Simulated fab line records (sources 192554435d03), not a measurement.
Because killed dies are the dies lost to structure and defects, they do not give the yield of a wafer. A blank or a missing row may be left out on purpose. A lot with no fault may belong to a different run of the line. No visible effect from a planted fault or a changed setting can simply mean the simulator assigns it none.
fab line records | flow n5Finfet
[record] lots = 7 | wafers = 21
route steps=1938 shown FIN_SAQP@100 DUMMY_GATE@225 SD_EPI_N@278 SD_EPI_P@321 SDB@350
startH: the number of hours between the record's first day and the start of the first shown wafer of the lot | waitH: hours from the lot's prior step to this one | " the same as in the row above | L1.1+2: a row that stands for several wafers | - value missing, or start not given | * or withheld: withheld | < > ~ a bound
route shown NAME@n: names a module that has steps shown in the file, with the first one's number in the route | usual: mean/standard deviation of fault-free wafers | same: alike in all rows | chamber/n: place in a boat | sites: each site's reading | _std_site: the standard deviation of these | _edge_site: inner sites' mean taken away from outer sites' mean | radiusMm: how far each site lies from the wafer's centre | mask NAME#n: copy n | behind: the last tool/chamber to shape the wafer | hold: what put the lot on hold/how long, in hours/how the hold closed | device: the n, p or np transistor that did not switch | end of line: the route-end tests of the same wafers | where a step has no rows: the recipe by itself | killed: dies lost to structure and defects at the first sort, not the wafer's yield | map: a wafer's dies, x killed, . not, _ none there
set.NAME: the setting that was run; set.NAME@STEP: the one run at that earlier step | model.NAME: the simulator's own value behind a step, which no gauge read
lots run with intentionally changed settings; tables by step, rows by wafer
[[steps]]
[step N5_FIN_SAQP_PECVD_06]
[recipe] material = a-Si | targetThkA = 600 | tempC = 400 | precursor = SiH4/He | pressureTorr = 3 | rfW = 100 | timeS = 48.1
lot.wafer | tool     | chamber | startH | waitH | set.timeS | model.a-Si_of_FIN_SAQP_PECVD_06.thkNm
L081.2    | pecvd-01 | 1       | 63.74  | 0.0   | 48.1      | 60.13
L081.4    | "        | 1       | "      | "     | 50.57     | 64.64
L081.6    | "        | 1       | "      | "     | 48.1      | 60.91
L082.4    | pecvd-04 | 2       | 70.30  | 0.0   | 48.1      | 61.15
L082.5    | "        | 1       | "      | "     | 45.38     | 56.35
L082.6    | "        | 0       | "      | "     | 45.38     | 57.5
L085.2    | pecvd-01 | 0       | 87.77  | 0.0   | 48.1      | 57.97
L085.3    | "        | 2       | "      | "     | 48.1      | 59.44
L085.4    | "        | 0       | "      | "     | 48.1      | 59.46
L086.1    | pecvd-03 | 1       | 93.57  | 0.0   | 48.1      | 60.38
L086.3    | "        | 0       | "      | "     | 48.1      | 60.91
L086.5    | "        | 1       | "      | "     | 48.1      | 61.21
L089.4    | pecvd-03 | 1       | 111.64 | 0.0   | 48.1      | 60.31
L089.5    | "        | 2       | "      | "     | 48.1      | 60.05
L089.6    | "        | 0       | "      | "     | 48.1      | 61.14
L090.2    | pecvd-03 | 2       | 118.27 | 0.0   | 48.1      | 60.5
L090.3    | "        | 0       | "      | "     | 48.1      | 60.56
L090.4    | "        | 2       | "      | "     | 42.45     | 53.4
L097.4    | pecvd-04 | 1       | 159.40 | 0.0   | 44.65     | 57.05
L097.5    | "        | 0       | "      | "     | 48.1      | 62.11
L097.6    | "        | 2       | "      | "     | 48.1      | 61.52
[step N5_FIN_SAQP_THK_MEAS_07]
[usual] thkNm = 60.1/0.85
lot.wafer | tool         | chamber | startH | waitH | set.timeS@FIN_SAQP_PECVD_06 | thkNm
L081.2    | filmMetro-02 | -       | 63.86  | 0.1   | 48.1                        | 60.1
L081.4    | "            | -       | "      | "     | 50.57                       | 64.6
L081.6    | "            | -       | "      | "     | 48.1                        | 60.9
L082.4    | filmMetro-01 | -       | 70.36  | 0.0   | 48.1                        | 61.2
L082.5    | "            | -       | "      | "     | 45.38                       | 56.4
L082.6    | "            | -       | "      | "     | 45.38                       | 57.5
L085.2    | filmMetro-01 | -       | 87.86  | 0.1   | 48.1                        | 58.0
L085.3    | "            | -       | "      | "     | 48.1                        | 59.4
L085.4    | "            | -       | "      | "     | 48.1                        | 59.4
L086.1    | filmMetro-01 | -       | 93.66  | 0.1   | 48.1                        | 60.4
L086.3    | "            | -       | "      | "     | 48.1                        | 60.9
L086.5    | "            | -       | "      | "     | 48.1                        | 61.2
L089.4    | filmMetro-01 | -       | 111.71 | 0.0   | 48.1                        | 60.3
L089.5    | "            | -       | "      | "     | 48.1                        | 60.1
L089.6    | "            | -       | "      | "     | 48.1                        | 61.1
L090.2    | filmMetro-01 | -       | 118.36 | 0.1   | 48.1                        | 60.5
L090.3    | "            | -       | "      | "     | 48.1                        | 60.6
L090.4    | "            | -       | "      | "     | 42.45                       | 53.4
L097.4    | filmMetro-01 | -       | 159.47 | 0.0   | 44.65                       | 57.0
L097.5    | "            | -       | "      | "     | 48.1                        | 62.1
L097.6    | "            | -       | "      | "     | 48.1                        | 61.6
[step N5_FIN_SAQP_COAT_10]
[recipe] resist = CAR-ArF | spinRpm = 1500 | resistThkNm = 90
lot.wafer | tool          | chamber | startH | waitH | set.spinRpm | model.CAR-ArF_of_FIN_SAQP_COAT_10.thkNm
L081.2    | lithoTrack-05 | 0       | -      | -     | 1500        | 89.99
L081.4    | "             | 0       | "      | "     | 1359        | 94.69
L081.6    | "             | 0       | "      | "     | 1359        | 95.08
L082.4    | lithoTrack-01 | 0       | -      | -     | 1500        | 90.05
L082.5    | "             | 0       | "      | "     | 1397        | 93.27
L082.6    | "             | 0       | "      | "     | 1500        | 90.03
L085.2    | lithoTrack-05 | 0       | -      | -     | 1500        | 90.21
L085.3    | "             | 0       | "      | "     | 1559        | 88.47
L085.4    | "             | 0       | "      | "     | 1559        | 88.63
L086.1    | lithoTrack-02 | 0       | -      | -     | 1500        | 89.98
L086.3    | "             | 0       | "      | "     | 1500        | 90.09
L086.5    | "             | 0       | "      | "     | 1500        | 89.96
L089.4    | lithoTrack-01 | 0       | -      | -     | 1500        | 90.06
L089.5    | "             | 0       | "      | "     | 1452        | 91.32
L089.6    | "             | 0       | "      | "     | 1452        | 91.28
L090.2    | lithoTrack-01 | 0       | -      | -     | 1340        | 95.14
L090.3    | "             | 0       | "      | "     | 1340        | 95.69
L090.4    | "             | 0       | "      | "     | 1500        | 90.29
L097.4    | lithoTrack-01 | 0       | -      | -     | 1500        | 90.4
L097.5    | "             | 0       | "      | "     | 1500        | 90.11
L097.6    | "             | 0       | "      | "     | 1500        | 89.91
[step N5_FIN_SAQP_EBR_12]
[recipe] solvent = PGMEA | ebrWidthMm = 1.5
[step N5_FIN_SAQP_SOFTBAKE_11]
[recipe] tempC = 110 | timeS = 60 | resist = CAR-ArF
[step N5_FIN_SAQP_DESCUM_21]
[recipe] chemistry = O2 | timeS = 7.9 | sourcePowerW = 50 | biasPowerW = 20 | pressureMtorr = 20 | rfFrequencyHz = 2.712e+07 | tempC = 40 | resist = CAR-ArF | o2FlowSccm = 225
lot.wafer | tool       | chamber | startH | waitH | set.spinRpm@FIN_SAQP_COAT_10 | model.CAR-ArF_of_FIN_SAQP_COAT_10.thkNm
L081.2    | rieDiel-02 | 2       | 64.32  | 0.0   | 1500                         | 83.39
L081.4    | "          | 3       | "      | "     | 1359                         | 88.17
L081.6    | "          | 3       | "      | "     | 1359                         | 88.57
L082.4    | rieDiel-03 | 1       | 70.94  | 0.0   | 1500                         | 83.55
L082.5    | "          | 0       | "      | "     | 1397                         | 86.68
L082.6    | "          | 1       | "      | "     | 1500                         | 83.52
L085.2    | rieDiel-06 | 3       | 88.51  | 0.1   | 1500                         | 83.65
L085.3    | "          | 2       | "      | "     | 1559                         | 81.84
L085.4    | "          | 0       | "      | "     | 1559                         | 82.15
L086.1    | rieDiel-06 | 2       | 94.24  | 0.0   | 1500                         | 83.34
L086.3    | "          | 1       | "      | "     | 1500                         | 83.48
L086.5    | "          | 1       | "      | "     | 1500                         | 83.35
L089.4    | rieDiel-03 | 0       | 112.47 | 0.3   | 1500                         | 83.48
L089.5    | "          | 3       | "      | "     | 1452                         | 84.9
L089.6    | "          | 0       | "      | "     | 1452                         | 84.7
L090.2    | rieDiel-02 | 1       | 118.82 | 0.0   | 1340                         | 88.64
L090.3    | "          | 0       | "      | "     | 1340                         | 89.13
L090.4    | "          | 0       | "      | "     | 1500                         | 83.74
L097.4    | rieDiel-02 | 1       | 160.05 | 0.0   | 1500                         | 83.9
L097.5    | "          | 0       | "      | "     | 1500                         | 83.55
L097.6    | "          | 1       | "      | "     | 1500                         | 83.41
[step N5_FIN_SAQP_ETCH_51]
[recipe] chemistry = CF4 | target = SiARC | targetDepthA = 455 | maskMaterial = CAR-ArF | timeS = 75.8 | ionEnergyEv = 80 | pressureMtorr = 40 | sourceW = 545 | biasW = 36 | Ar_flow_sccm = 100 | cf4FlowSccm = 100 | ends = cleared
[step N5_FIN_SAQP_ETCH_52]
[recipe] chemistry = N2/H2 | target = SOC | targetDepthA = 1000 | overetchA = 200 | maskMaterial = SiARC | tempC = 40 | timeS = 150 | ionEnergyEv = 200 | pressureMtorr = 30 | sourceW = 840 | biasW = 150 | n2FlowSccm = 200 | h2FlowSccm = 200 | ends = endPoint
[step N5_FIN_SAQP_HM_OPEN_73]
[recipe] chemistry = CHF3/O2 | target = SiO2 | stopOn = a-Si | targetDepthA = 120 | overEtchFrac = 1.8 | maskMaterial = SOC | timeS = 16.8 | pressureMtorr = 30 | sourceW = 650 | biasW = 170 | Ar_flow_sccm = 200 | CHF3_flow_sccm = 50 | O2_flow_sccm = 5 | ionEnergyEv = 200 | ends = endPoint
[step N5_FIN_SAQP_STRIP_74]
[recipe] chemistry = CHF3/O2 | resist = SiARC | rfFrequencyHz = 6e+07
[step N5_FIN_SAQP_MANDREL_ETCH_22]
[recipe] targetDepthA = 600 | chemistry = HBr/Cl2 | target = a-Si | stopOn = SiNx | btTimeS = 10 | overEtchFrac = 0.5 | timeS = 30 | pressureMtorr = 10 | icpW = 800 | biasW = 75 | HBr_flow_sccm = 150 | Cl2_flow_sccm = 80 | ends = endPoint
[usual] oesProductAu = 0.764/0.011
lot.wafer | tool     | chamber | startH | waitH | set.timeS@FIN_SAQP_PECVD_06 | oesProductAu | model.etch.depthNm
L081.2    | rieSi-02 | 3       | 64.60  | 0.0   | 48.1                        | 0.748        | 60.1
L081.4    | "        | 1       | "      | "     | 50.57                       | 0.800        | 64.63
L081.6    | "        | 1       | "      | "     | 48.1                        | 0.770        | 60.89
L082.4    | rieSi-03 | 2       | 71.22  | 0.0   | 48.1                        | 0.775        | 61.14
L082.5    | "        | 2       | "      | "     | 45.38                       | 0.737        | 56.25
L082.6    | "        | 1       | "      | "     | 45.38                       | 0.749        | 57.49
L085.2    | rieSi-03 | 2       | 88.80  | 0.0   | 48.1                        | 0.757        | 57.97
L085.3    | "        | 3       | "      | "     | 48.1                        | 0.753        | 59.37
L085.4    | "        | 0       | "      | "     | 48.1                        | 0.755        | 59.46
L086.1    | rieSi-03 | 2       | 94.53  | 0.0   | 48.1                        | 0.767        | 60.31
L086.3    | "        | 0       | "      | "     | 48.1                        | 0.779        | 60.82
L086.5    | "        | 2       | "      | "     | 48.1                        | 0.771        | 61.12
L089.4    | rieSi-03 | 3       | 112.76 | 0.0   | 48.1                        | 0.766        | 60.21
L089.5    | "        | 1       | "      | "     | 48.1                        | 0.770        | 60.05
L089.6    | "        | 0       | "      | "     | 48.1                        | 0.766        | 61.04
L090.2    | rieSi-03 | 3       | 119.10 | 0.0   | 48.1                        | 0.763        | 60.45
L090.3    | "        | 1       | "      | "     | 48.1                        | 0.779        | 60.56
L090.4    | "        | 2       | "      | "     | 42.45                       | 0.713        | 53.4
L097.4    | rieSi-03 | 3       | 160.33 | 0.0   | 44.65                       | 0.730        | 57
L097.5    | "        | 3       | "      | "     | 48.1                        | 0.768        | 62.11
L097.6    | "        | 0       | "      | "     | 48.1                        | 0.774        | 61.48
[step N5_FIN_SAQP_STRIP_55]
[recipe] chemistry = N2/H2 | powerW = 500 | tempC = 40 | pressureMtorr = 50 | rfFrequencyHz = 6e+07 | overashFraction = 0.3 | biasPowerW = 28 | h2Frac = 0.5 | n2FlowSccm = 300 | h2FlowSccm = 300
[step N5_FIN_SAQP_STRIP_23]
[recipe] chemistry = SPM | timeS = 750 | tempC = 130 | h2so4H2o2VolRatio = 4
[step N5_FIN_SAQP_RECESS_75]
[recipe] chemistry = HF/NH3 | target = SiO2 | targetDepthA = 144 | afsCycles = 3 | tempC = 30 | sublimationTempC = 180 | sublimationTimeS = 60
[step N5_FIN_SAQP_SPACER1_ALD_24]
[recipe] material = SiO2 | targetThkA = 203 | tempC = 300 | aldPrecursorFamily = BDEAS | aldCoReactant = O2-plasma | pulseTimeS = 1 | purgeTimeS = 2 | coReactantPurgeTimeS = 2 | aldCycles = 218 | pressureTorr = 2
[step N5_FIN_SAQP_SPACER1_ETCHBACK_25]
[recipe] chemistry = CHF3/O2 | mode = anisotropicEtchback | target = SiO2 | targetDepthA = 244 | timeS = 12.2 | pressureMtorr = 30 | sourceW = 650 | biasW = 170 | Ar_flow_sccm = 200 | CHF3_flow_sccm = 50 | O2_flow_sccm = 5 | ionEnergyEv = 200
lot.wafer | tool       | chamber | startH | waitH | set.timeS@FIN_SAQP_PECVD_06 | model.a-Si_of_FIN_SAQP_PECVD_06.thkNm
L081.2    | rieDiel-02 | 3       | 66.16  | 0.4   | 48.1                        | 59.2
L081.4    | "          | 1       | "      | "     | 50.57                       | 63.6
L081.6    | "          | 1       | "      | "     | 48.1                        | 60
L082.4    | rieDiel-03 | 2       | 72.92  | 0.5   | 48.1                        | 60.2
L082.5    | "          | 0       | "      | "     | 45.38                       | 55.4
L082.6    | "          | 1       | "      | "     | 45.38                       | 56.6
L085.2    | rieDiel-06 | 3       | 90.54  | 0.4   | 48.1                        | 57
L085.3    | "          | 1       | "      | "     | 48.1                        | 58.4
L085.4    | "          | 0       | "      | "     | 48.1                        | 58.6
L086.1    | rieDiel-02 | 0       | 97.72  | 0.4   | 48.1                        | 59.4
L086.3    | "          | 1       | "      | "     | 48.1                        | 59.8
L086.5    | "          | 1       | "      | "     | 48.1                        | 60.2
L089.4    | rieDiel-03 | 3       | 114.35 | 0.1   | 48.1                        | 59.4
L089.5    | "          | 0       | "      | "     | 48.1                        | 59.2
L089.6    | "          | 3       | "      | "     | 48.1                        | 60.2
L090.2+3  | rieDiel-03 | 2,1     | 120.62 | 0.4   | 48.1                        | 59.6
L090.4    | "          | 3       | "      | "     | 42.45                       | 52.6
L097.4    | rieDiel-02 | 3       | 161.97 | 0.5   | 44.65                       | 56
L097.5    | "          | 0       | "      | "     | 48.1                        | 61.2
L097.6    | "          | 1       | "      | "     | 48.1                        | 60.6
[step N5_DUMMY_GATE_COAT_09]
[recipe] resist = CAR-EUV | spinRpm = 1500 | resistThkNm = 30
lot.wafer  | tool          | chamber | startH | waitH | set.spinRpm | model.CAR-EUV_of_DUMMY_GATE_COAT_09.thkNm
L081.2+4+6 | lithoTrack-05 | 0       | -      | -     | 1616        | 29
L082.4     | lithoTrack-02 | 0       | -      | -     | 1361        | 31.6
L082.5     | "             | 0       | "      | "     | 1361        | 31.4
L082.6     | "             | 0       | "      | "     | 1500        | 30
L085.2     | lithoTrack-02 | 0       | -      | -     | 1500        | 30.2
L085.3+4   | "             | 0       | "      | "     | 1500        | 30
L086.1+3+5 | lithoTrack-03 | 0       | -      | -     | 1500        | 30
L089.4+5   | lithoTrack-02 | 0       | -      | -     | 1500        | 30
L089.6     | "             | 0       | "      | "     | 1665        | 28.4
L090.2+3+4 | lithoTrack-05 | 0       | -      | -     | 1500        | 30
L097.4     | lithoTrack-02 | 0       | -      | -     | 1621        | 28.8
L097.5+6   | "             | 0       | "      | "     | 1500        | 30
[step N5_DUMMY_GATE_EBR_11]
[recipe] solvent = PGMEA | ebrWidthMm = 1.5
[step N5_DUMMY_GATE_SOFTBAKE_10]
[recipe] tempC = 110 | timeS = 60 | resist = CAR-EUV
[step N5_DUMMY_GATE_EXPOSE_12]
[recipe] maskId = GATE | na = 0.33 | sourceShape = annular | sigmaInner = 0.2 | sigmaOuter = 0.6 | polarization = unpolarized | targetCdNm = 25 | doseMj = 34
[step N5_DUMMY_GATE_PEB_13]
[recipe] pebTempC = 100 | pebTimeS = 60 | resist = CAR-EUV
[step N5_DUMMY_GATE_DEVELOP_14]
[recipe] developTimeS = 30 | developer = TMAH | resist = CAR-EUV | rinseLiquid = surfactantRinse | dry = airSpin | devTempC = 23
lot.wafer  | tool          | chamber | startH | waitH | set.spinRpm@DUMMY_GATE_COAT_09 | model.CAR-EUV_of_DUMMY_GATE_COAT_09.thkNm
L081.2+4+6 | lithoTrack-02 | 0       | -      | -     | 1616                           | 28.6
L082.4+5   | lithoTrack-03 | 0       | -      | -     | 1361                           | 31
L082.6     | "             | 0       | "      | "     | 1500                           | 29.6
L085.2+3+4 | lithoTrack-05 | 0       | -      | -     | 1500                           | 29.6
L086.1+3   | lithoTrack-03 | 0       | -      | -     | 1500                           | 29.6
L086.5     | "             | 0       | "      | "     | 1500                           | 29.4
L089.4+5   | lithoTrack-03 | 0       | -      | -     | 1500                           | 29.6
L089.6     | "             | 0       | "      | "     | 1665                           | 28
L090.2+3   | lithoTrack-03 | 0       | -      | -     | 1500                           | 29.6
L090.4     | "             | 0       | "      | "     | 1500                           | 29.4
L097.4     | lithoTrack-03 | 0       | -      | -     | 1621                           | 28.4
L097.5     | "             | 0       | "      | "     | 1500                           | 29.4
L097.6     | "             | 0       | "      | "     | 1500                           | 29.6
[step N5_SD_EPI_N_ETCH_45]
[recipe] chemistry = CH3F/O2 | target = SiOCN | targetDepthA = 60 | maskMaterial = SOC | ionEnergyEv = 60 | biasW = 29 | pressureMtorr = 15 | sourceW = 410 | Ar_flow_sccm = 150 | CH3F_flow_sccm = 30 | O2_flow_sccm = 20
lot.wafer | tool       | chamber | startH | waitH | set.targetDepthA | model.etch.depthNm
L081.2    | rieDiel-03 | 2       | 91.63  | 0.1   | 60               | 5.956
L081.4    | "          | 0       | "      | "     | 60               | 6.109
L081.6    | "          | 3       | "      | "     | 63.26            | 6.246
L082.4    | rieDiel-03 | 2       | 98.18  | 0.1   | 53.51            | 5.26
L082.5    | "          | 3       | "      | "     | 60               | 5.84
L082.6    | "          | 0       | "      | "     | 60               | 6.04
L085.2    | rieDiel-02 | 1       | 116.82 | 0.1   | 56.52            | 5.703
L085.3    | "          | 2       | "      | "     | 56.52            | 5.64
L085.4    | "          | 2       | "      | "     | 60               | 5.947
L086.1    | rieDiel-06 | 2       | 124.17 | 0.1   | 60               | 6.023
L086.3    | "          | 0       | "      | "     | 60               | 5.738
L086.5    | "          | 3       | "      | "     | 60               | 5.79
L089.4    | rieDiel-02 | 1       | 140.60 | 0.1   | 61.88            | 6.244
L089.5    | "          | 2       | "      | "     | 60               | 5.987
L089.6    | "          | 0       | "      | "     | 60               | 5.77
L090.2    | rieDiel-06 | 1       | 145.49 | 0.1   | 60               | 6.095
L090.3    | "          | 2       | "      | "     | 60               | 6.057
L090.4    | "          | 1       | "      | "     | 60               | 6.122
L097.4    | rieDiel-02 | 1       | 188.16 | 0.1   | 62.99            | 6.289
L097.5    | "          | 1       | "      | "     | 60               | 5.907
L097.6    | "          | 2       | "      | "     | 62.99            | 6.158
[step N5_SD_EPI_N_EPI_21]
[recipe] material = Si:P | dopant = P | tempC = 680 | pressureTorr = 255 | timeS = 690
lot.wafer | tool        | chamber | startH | waitH | set.epiGrowthTimeS | model.Si-P_of_SD_EPI_N_EPI_21.thkNm
L081.2    | epiRpcvd-04 | 0       | 93.09  | 0.4   | 665.4              | 58.2
L081.4    | "           | 0       | "      | "     | 665.4              | 58
L081.6    | "           | 0       | "      | "     | 690                | 59
L082.4    | epiRpcvd-04 | 0       | 100.20 | 0.9   | 690                | 59.2
L082.5    | "           | 0       | "      | "     | 634.6              | 56.2
L082.6    | "           | 0       | "      | "     | 634.6              | 56
L085.2    | epiRpcvd-03 | 0       | 118.53 | 0.5   | 690                | 59.2
L085.3    | "           | 0       | "      | "     | 629.5              | 55.6
L085.4    | "           | 0       | "      | "     | 690                | 59
L086.1    | epiRpcvd-03 | 0       | 125.51 | 0.2   | 690                | 58.6
L086.3    | "           | 0       | "      | "     | 690                | 58.8
L086.5    | "           | 0       | "      | "     | 690                | 59.4
L089.4    | epiRpcvd-04 | 0       | 142.55 | 0.9   | 743.4              | 62.2
L089.5    | "           | 0       | "      | "     | 690                | 58.8
L089.6    | "           | 0       | "      | "     | 743.4              | 61.6
L090.2    | epiRpcvd-04 | 0       | 146.93 | 0.4   | 690                | 58.2
L090.3    | "           | 0       | "      | "     | 690                | 58.4
L090.4    | "           | 0       | "      | "     | 690                | 58
L097.4    | epiRpcvd-03 | 0       | 190.17 | 0.9   | 690                | 59
L097.5    | "           | 0       | "      | "     | 690                | 59.6
L097.6    | "           | 0       | "      | "     | 690                | 59.2
[step N5_SD_EPI_N_EPI_MEAS_23]
[recipe] mode = xrd
[usual] thkNm = 59.1/1.1
lot.wafer | tool         | chamber | startH | waitH | set.epiGrowthTimeS@SD_EPI_N_EPI_21 | thkNm
L081.2    | filmMetro-01 | -       | 94.53  | 1.2   | 665.4                              | 58.4
L081.4    | "            | -       | "      | "     | 665.4                              | 57.3
L081.6    | "            | -       | "      | "     | 690                                | 60.4
L082.4    | filmMetro-01 | -       | 101.08 | 0.6   | 690                                | 58.7
L082.5    | "            | -       | "      | "     | 634.6                              | 55.0
L082.6    | "            | -       | "      | "     | 634.6                              | 54.3
L085.2    | filmMetro-01 | -       | 120.44 | 1.5   | 690                                | 58.8
L085.3    | "            | -       | "      | "     | 629.5                              | 55.8
L085.4    | "            | -       | "      | "     | 690                                | 59.6
L086.1    | filmMetro-02 | -       | 127.79 | 1.9   | 690                                | 59.8
L086.3    | "            | -       | "      | "     | 690                                | 60.2
L086.5    | "            | -       | "      | "     | 690                                | 60.4
L089.4    | filmMetro-02 | -       | 143.44 | 0.6   | 743.4                              | 62.4
L089.5    | "            | -       | "      | "     | 690                                | 58.4
L089.6    | "            | -       | "      | "     | 743.4                              | 61.6
L090.2    | filmMetro-02 | -       | 148.36 | 1.2   | 690                                | 58.9
L090.3    | "            | -       | "      | "     | 690                                | 58.9
L090.4    | "            | -       | "      | "     | 690                                | 58.9
L097.4    | filmMetro-01 | -       | 191.05 | 0.6   | 690                                | 57.1
L097.5    | "            | -       | "      | "     | 690                                | 59.9
L097.6    | "            | -       | "      | "     | 690                                | 59.8
[step N5_SD_EPI_N_PRECLEAN_24]
[recipe] chemistry = O3/DIW | timeS = 60 | tempC = 22 | o3Ppm = 10
[step N5_SD_EPI_N_SRD_25]
[recipe] timeS = 30 | tempC = 23 | rinseLiquid = diw | dry = ipaMarangoni
[step N5_SD_EPI_P_EPI_21]
[recipe] material = SiGe:B | dopant = B | tempC = 550 | pressureTorr = 20 | ambient = H2 | timeS = 355
[step N5_SD_EPI_P_HM_STRIP_48]
[recipe] chemistry = H3PO4 | tempC = 160 | material = SiNx | target = SiNx | targetDepthA = 30 | overetchFraction = 0.3
lot.wafer | tool        | chamber | startH | waitH | set.epiGrowthTimeS@SD_EPI_N_EPI_21 | model.Si-P_of_SD_EPI_N_EPI_21.thkNm
L081.2    | wetBench-04 | 3       | 99.65  | 0.0   | 665.4                              | 57.6
L081.4    | "           | 6       | "      | "     | 665.4                              | 57.4
L081.6    | "           | 4       | "      | "     | 690                                | 58.4
L082.4    | wetBench-04 | 1       | 106.55 | 0.0   | 690                                | 58.4
L082.5+6  | "           | 3,7     | "      | "     | 634.6                              | 55.4
L085.2    | wetBench-06 | 1       | 125.07 | 0.0   | 690                                | 58.6
L085.3    | "           | 5       | "      | "     | 629.5                              | 55
L085.4    | "           | 4       | "      | "     | 690                                | 58.4
L086.1    | wetBench-06 | 6       | 132.43 | 0.0   | 690                                | 58
L086.3    | "           | 1       | "      | "     | 690                                | 58.2
L086.5    | "           | 2       | "      | "     | 690                                | 58.8
L089.4    | wetBench-03 | 5       | 148.98 | 0.0   | 743.4                              | 61.6
L089.5    | "           | 0       | "      | "     | 690                                | 58.2
L089.6    | "           | 6       | "      | "     | 743.4                              | 61
L090.2+4  | wetBench-04 | 7,5     | 153.19 | 0.0   | 690                                | 57.4
L090.3    | "           | 6       | "      | "     | 690                                | 57.6
L097.4+6  | wetBench-06 | 7,6     | 195.68 | 0.0   | 690                                | 58.4
L097.5    | "           | 1       | "      | "     | 690                                | 59
[step N5_SDB_COAT_05]
[recipe] resist = CAR-ArF | spinRpm = 1500 | resistThkNm = 90
lot.wafer | tool          | chamber | startH | waitH | set.spinRpm | model.CAR-ArF_of_SDB_COAT_05.thkNm
L081.2    | lithoTrack-01 | 0       | -      | -     | 1375        | 94.2
L081.4+6  | "             | 0       | "      | "     | 1500        | 89.8
L082.4    | lithoTrack-01 | 0       | -      | -     | 1500        | 90
L082.5    | "             | 0       | "      | "     | 1430        | 92
L082.6    | "             | 0       | "      | "     | 1500        | 89.8
L085.2    | lithoTrack-01 | 0       | -      | -     | 1665        | 85.6
L085.3    | "             | 0       | "      | "     | 1500        | 90.2
L085.4    | "             | 0       | "      | "     | 1665        | 85.4
L086.1+5  | lithoTrack-01 | 0       | -      | -     | 1500        | 89.8
L086.3    | "             | 0       | "      | "     | 1500        | 90.2
L089.4+6  | lithoTrack-05 | 0       | -      | -     | 1500        | 89.6
L089.5    | "             | 0       | "      | "     | 1367        | 93.6
L090.2    | lithoTrack-01 | 0       | -      | -     | 1500        | 89.8
L090.3    | "             | 0       | "      | "     | 1405        | 92.6
L090.4    | "             | 0       | "      | "     | 1405        | 92.8
L097.4    | lithoTrack-01 | 0       | -      | -     | 1500        | 89.6
L097.5    | "             | 0       | "      | "     | 1415        | 92.4
L097.6    | "             | 0       | "      | "     | 1415        | 92.2
[[key]]
[split] step = N5_FIN_SAQP_PECVD_06 | setting = timeS | stated = 48.1 | by = wafer
[response] step = N5_FIN_SAQP_PECVD_06 | reading = model.a-Si_of_FIN_SAQP_PECVD_06.thkNm | change = +0.658 | per = 1% | r = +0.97
[response] step = N5_FIN_SAQP_THK_MEAS_07 | reading = thkNm | change = * | per = 1% | r = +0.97
[response] step = N5_FIN_SAQP_MANDREL_ETCH_22 | reading = oesProductAu | change = +0.0055 | per = 1% | r = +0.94
[response] step = N5_FIN_SAQP_MANDREL_ETCH_22 | reading = model.etch.depthNm | change = +0.658 | per = 1% | r = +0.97
[response] step = N5_FIN_SAQP_SPACER1_ETCHBACK_25 | reading = model.a-Si_of_FIN_SAQP_PECVD_06.thkNm | change = +0.652 | per = 1% | r = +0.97
[split] step = N5_FIN_SAQP_COAT_10 | setting = spinRpm | stated = 1500 | by = wafer
[response] step = N5_FIN_SAQP_COAT_10 | reading = model.CAR-ArF_of_FIN_SAQP_COAT_10.thkNm | change = -0.484 | per = 1% | r = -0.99
[response] step = N5_FIN_SAQP_DESCUM_21 | reading = model.CAR-ArF_of_FIN_SAQP_COAT_10.thkNm | change = -0.487 | per = 1% | r = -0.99
[split] step = N5_DUMMY_GATE_COAT_09 | setting = spinRpm | stated = 1500 | by = wafer
[response] step = N5_DUMMY_GATE_COAT_09 | reading = model.CAR-EUV_of_DUMMY_GATE_COAT_09.thkNm | change = -0.151 | per = 1% | r = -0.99
[response] step = N5_DUMMY_GATE_DEVELOP_14 | reading = model.CAR-EUV_of_DUMMY_GATE_COAT_09.thkNm | change = -0.145 | per = 1% | r = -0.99
[split] step = N5_SD_EPI_N_ETCH_45 | setting = targetDepthA | stated = 60 | by = wafer
[response] step = N5_SD_EPI_N_ETCH_45 | reading = model.etch.depthNm | change = +0.0598 | per = 1% | r = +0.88
[split] step = N5_SD_EPI_N_EPI_21 | setting = epiGrowthTimeS | stated = 690 | by = wafer
[response] step = N5_SD_EPI_N_EPI_21 | reading = model.Si-P_of_SD_EPI_N_EPI_21.thkNm | change = +0.387 | per = 1% | r = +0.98
[response] step = N5_SD_EPI_N_EPI_MEAS_23 | reading = thkNm | change = * | per = 1% | r = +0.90
[response] step = N5_SD_EPI_P_HM_STRIP_48 | reading = model.Si-P_of_SD_EPI_N_EPI_21.thkNm | change = +0.383 | per = 1% | r = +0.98
[split] step = N5_SDB_COAT_05 | setting = spinRpm | stated = 1500 | by = wafer
[response] step = N5_SDB_COAT_05 | reading = model.CAR-ArF_of_SDB_COAT_05.thkNm | change = -0.461 | per = 1% | r = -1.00
